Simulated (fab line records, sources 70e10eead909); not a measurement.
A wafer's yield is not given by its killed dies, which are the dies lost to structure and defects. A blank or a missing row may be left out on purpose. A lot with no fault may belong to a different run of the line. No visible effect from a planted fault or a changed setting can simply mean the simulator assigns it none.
Matching of chambers || flow nand harc || rie diel-01 running NHARC_A_STAIRCASE_DESCUM_443: 4 sister chambers
The step chemistry O2, time 3 s. 4 wafers are shown with their chamber, then 10 later ones without.

## WAFERS WITH THEIR CHAMBER
{"wafer": "L083.1", "chamber": 3, "showerhead plenum p Torr (Torr)": 1.77}
{"wafer": "L083.5", "chamber": 2, "showerhead plenum p Torr (Torr)": 2.06}
{"wafer": "L086.1", "chamber": 1, "showerhead plenum p Torr (Torr)": 1.98}
{"wafer": "L086.3", "chamber": 0, "showerhead plenum p Torr (Torr)": 2.06}

## WAFERS WITHOUT THEIR CHAMBER
{"wafer": "L086.4", "showerhead plenum p Torr (Torr)": 2.05}
{"wafer": "L087.1", "showerhead plenum p Torr (Torr)": 1.98}
{"wafer": "L087.2", "showerhead plenum p Torr (Torr)": 2.05}
{"wafer": "L087.4", "showerhead plenum p Torr (Torr)": 1.98}
{"wafer": "L093.1", "showerhead plenum p Torr (Torr)": 2.07}
{"wafer": "L093.4", "showerhead plenum p Torr (Torr)": 2.05}
{"wafer": "L093.5", "showerhead plenum p Torr (Torr)": 2.07}
{"wafer": "L097.1", "showerhead plenum p Torr (Torr)": 2.04}
{"wafer": "L097.4", "showerhead plenum p Torr (Torr)": 2.07}
{"wafer": "L097.5", "showerhead plenum p Torr (Torr)": 1.97}

## WHICH CHAMBER EACH WENT THROUGH
{"wafer": "L086.4", "from the rows above": "can't be placed: 0 or 2", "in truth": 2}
{"wafer": "L087.1", "from the rows above": 1, "in truth": 1}
{"wafer": "L087.2", "from the rows above": "can't be placed: 0 or 2", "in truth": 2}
{"wafer": "L087.4", "from the rows above": 1, "in truth": 1}
{"wafer": "L093.1", "from the rows above": "can't be placed: 0 or 2", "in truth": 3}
{"wafer": "L093.4", "from the rows above": "can't be placed: 0 or 2", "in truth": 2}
{"wafer": "L093.5", "from the rows above": "can't be placed: 0 or 2", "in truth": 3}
{"wafer": "L097.1", "from the rows above": "can't be placed: 0 or 2", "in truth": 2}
{"wafer": "L097.4", "from the rows above": "can't be placed: 0 or 2", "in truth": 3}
{"wafer": "L097.5", "from the rows above": 1, "in truth": 1}
Correctly placed: 3 of 10. Unplaceable from these rows: 7, with the true chamber sitting among the candidates in 4. Placed wrongly: 0.
How it was worked out, from the rows above alone: a wafer's distance from a chamber is the root of the sum, over the readings, of the square of ((its reading less the chamber's mean) divided by the reading's scatter). The wafer belongs to the nearest chamber; if the next one is less than 2 further off, it can't be placed. The mean given for a chamber averages the wafers shown for that chamber. The scatter: with one shown wafer a chamber, the root of the mean of the squares of how far each hidden wafer lies from its nearest shown one.
